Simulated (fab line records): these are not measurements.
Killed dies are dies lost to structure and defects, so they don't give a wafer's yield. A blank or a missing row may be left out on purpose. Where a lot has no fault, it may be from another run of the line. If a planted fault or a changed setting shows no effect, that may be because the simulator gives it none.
Split-lot experiment || flow n5-finfet || route with 1938 steps; 7 lots, 21 wafers read

ON THE SPLIT
At N5_BEOL_M6_ETCH_66 (etches SOC in N2/H2, target depth 80 nm, overetch 16 nm, time 120 s), the setting bias-w was moved away from the recipe's 150 W on 6 of the 21 wafers read, by -9.8% to +17.7%. The other wafers ran this setting at the recipe's value.

The split's own step is where the reading is taken.

THE READING
rf-vpp-V, in V, at N5_BEOL_M6_ETCH_66 (etches SOC in N2/H2, target depth 80 nm, overetch 16 nm, time 120 s). On this fab line, fault-free wafers typically give 523.0 V with a standard deviation of 2.1 V.

{"wafer": "L074.2", "tool, chamber at the split": "rie-diel-03, 3", "bias-w as run, W": 150, "against the recipe": "recipe", "rf-vpp-V, V": 523.4, "against lot-mates on the recipe": "-"}
{"wafer": "L074.3", "tool, chamber at the split": "rie-diel-03, 0", "bias-w as run, W": 150, "against the recipe": "recipe", "rf-vpp-V, V": 527.0, "against lot-mates on the recipe": "-"}
{"wafer": "L074.6", "tool, chamber at the split": "rie-diel-03, 2", "bias-w as run, W": 150, "against the recipe": "recipe", "rf-vpp-V, V": 524.4, "against lot-mates on the recipe": "-"}
{"wafer": "L076.1", "tool, chamber at the split": "rie-diel-02, 2", "bias-w as run, W": 150, "against the recipe": "recipe", "rf-vpp-V, V": 521.6, "against lot-mates on the recipe": "-"}
{"wafer": "L076.4", "tool, chamber at the split": "rie-diel-02, 0", "bias-w as run, W": 150, "against the recipe": "recipe", "rf-vpp-V, V": 519.3, "against lot-mates on the recipe": "-"}
{"wafer": "L076.6", "tool, chamber at the split": "rie-diel-02, 1", "bias-w as run, W": 150, "against the recipe": "recipe", "rf-vpp-V, V": 521.6, "against lot-mates on the recipe": "-"}
{"wafer": "L077.1", "tool, chamber at the split": "rie-diel-06, 3", "bias-w as run, W": 150, "against the recipe": "recipe", "rf-vpp-V, V": 519.3, "against lot-mates on the recipe": "-"}
{"wafer": "L077.4", "tool, chamber at the split": "rie-diel-06, 2", "bias-w as run, W": 173.3, "against the recipe": "+15.5%", "rf-vpp-V, V": 572.9, "against lot-mates on the recipe": "+50.8"}
{"wafer": "L077.5", "tool, chamber at the split": "rie-diel-06, 2", "bias-w as run, W": 150, "against the recipe": "recipe", "rf-vpp-V, V": 525.0, "against lot-mates on the recipe": "-"}
{"wafer": "L081.1", "tool, chamber at the split": "rie-diel-02, 3", "bias-w as run, W": 136.5, "against the recipe": "-9.0%", "rf-vpp-V, V": 491.6, "against lot-mates on the recipe": -31.3}
{"wafer": "L081.3", "tool, chamber at the split": "rie-diel-02, 2", "bias-w as run, W": 150, "against the recipe": "recipe", "rf-vpp-V, V": 522.7, "against lot-mates on the recipe": "-"}
{"wafer": "L081.5", "tool, chamber at the split": "rie-diel-02, 2", "bias-w as run, W": 150, "against the recipe": "recipe", "rf-vpp-V, V": 523.1, "against lot-mates on the recipe": "-"}
{"wafer": "L082.2", "tool, chamber at the split": "rie-diel-03, 3", "bias-w as run, W": 150, "against the recipe": "recipe", "rf-vpp-V, V": 522.9, "against lot-mates on the recipe": "-"}
{"wafer": "L082.4", "tool, chamber at the split": "rie-diel-03, 1", "bias-w as run, W": 176.5, "against the recipe": "+17.7%", "rf-vpp-V, V": 578.2, "against lot-mates on the recipe": "+54.6"}
{"wafer": "L082.5", "tool, chamber at the split": "rie-diel-03, 2", "bias-w as run, W": 150, "against the recipe": "recipe", "rf-vpp-V, V": 524.4, "against lot-mates on the recipe": "-"}
{"wafer": "L089.1", "tool, chamber at the split": "rie-diel-06, 3", "bias-w as run, W": 150, "against the recipe": "recipe", "rf-vpp-V, V": 519.2, "against lot-mates on the recipe": "-"}
{"wafer": "L089.2", "tool, chamber at the split": "rie-diel-06, 2", "bias-w as run, W": 150, "against the recipe": "recipe", "rf-vpp-V, V": 525.5, "against lot-mates on the recipe": "-"}
{"wafer": "L089.3", "tool, chamber at the split": "rie-diel-06, 1", "bias-w as run, W": 135.3, "against the recipe": "-9.8%", "rf-vpp-V, V": 491.8, "against lot-mates on the recipe": -30.6}
{"wafer": "L090.2", "tool, chamber at the split": "rie-diel-06, 2", "bias-w as run, W": 166.5, "against the recipe": "+11.0%", "rf-vpp-V, V": 559.5, "against lot-mates on the recipe": "+34.3"}
{"wafer": "L090.3", "tool, chamber at the split": "rie-diel-06, 3", "bias-w as run, W": 166.5, "against the recipe": "+11.0%", "rf-vpp-V, V": 555.2, "against lot-mates on the recipe": "+30.0"}
{"wafer": "L090.5", "tool, chamber at the split": "rie-diel-06, 1", "bias-w as run, W": 150, "against the recipe": "recipe", "rf-vpp-V, V": 525.2, "against lot-mates on the recipe": "-"}

THE FIT
A straight line over all 21 wafers: rf-vpp-V changes by +3.19 V for each +1% of bias-w; r = +0.99; the points scatter about the line by 2.3 V.
The same after taking each lot's own level away (the mean of its wafers on the recipe; 21 wafers): +3.14 V for each +1%; r = +1.00; scatter 2.1 V.
The reading moves by 55 V for the largest change in bias-w, on that fit.
The span of the lots' own levels, 520.83 to 525.20 V, comes to 2.1 times the standard deviation stated above.
So the lot-to-lot level changes the slope little: the two slopes agree.
Check: for one of the wafers moved furthest among these (+17.7%), held out of the fit, the line's prediction against its lot-mates is +55.4 V. Against them it came out at +54.6 V.
Tool readings at the split's step, against how far the setting was moved: rf-vpp-V r = +0.99.

THE OTHER SPLITS THESE WAFERS WENT THROUGH
Other splits were also applied to these wafers ahead of the reading. Each is held against what the fit with the lots' levels taken away leaves over:
{"other split on the same wafers": "N5_BEOL_M6_EXPOSE_25 dose-mj", "wafers away from the commonest value": 6, "r with rf-vpp-V (lot level and that fit taken away)": "+0.01"}

THE WHOLE CHAIN: every reading that the file lists as answering this split, in the file's order
{"step": "N5_BEOL_M6_ETCH_66", "what it does": "etches SOC in N2/H2, target depth 80 nm, overetch 16 nm, time 120 s", "reading": "rf-vpp-V", "change (the file's fit)": "+3.16 V for each +1% of the setting", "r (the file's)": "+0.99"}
{"step": "N5_BEOL_M6_ETCH_66", "what it does": "etches SOC in N2/H2, target depth 80 nm, overetch 16 nm, time 120 s", "reading": "SiARC_of_BEOL_M6_COAT_64.thk-nm (the simulator's own value, which no gauge read)", "change (the file's fit)": "-0.0758 nm for each +1% of the setting", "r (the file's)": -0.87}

THE FILE'S OWN FIT
rf-vpp-V changes by +3.16 V for each +1% of bias-w, r = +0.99.
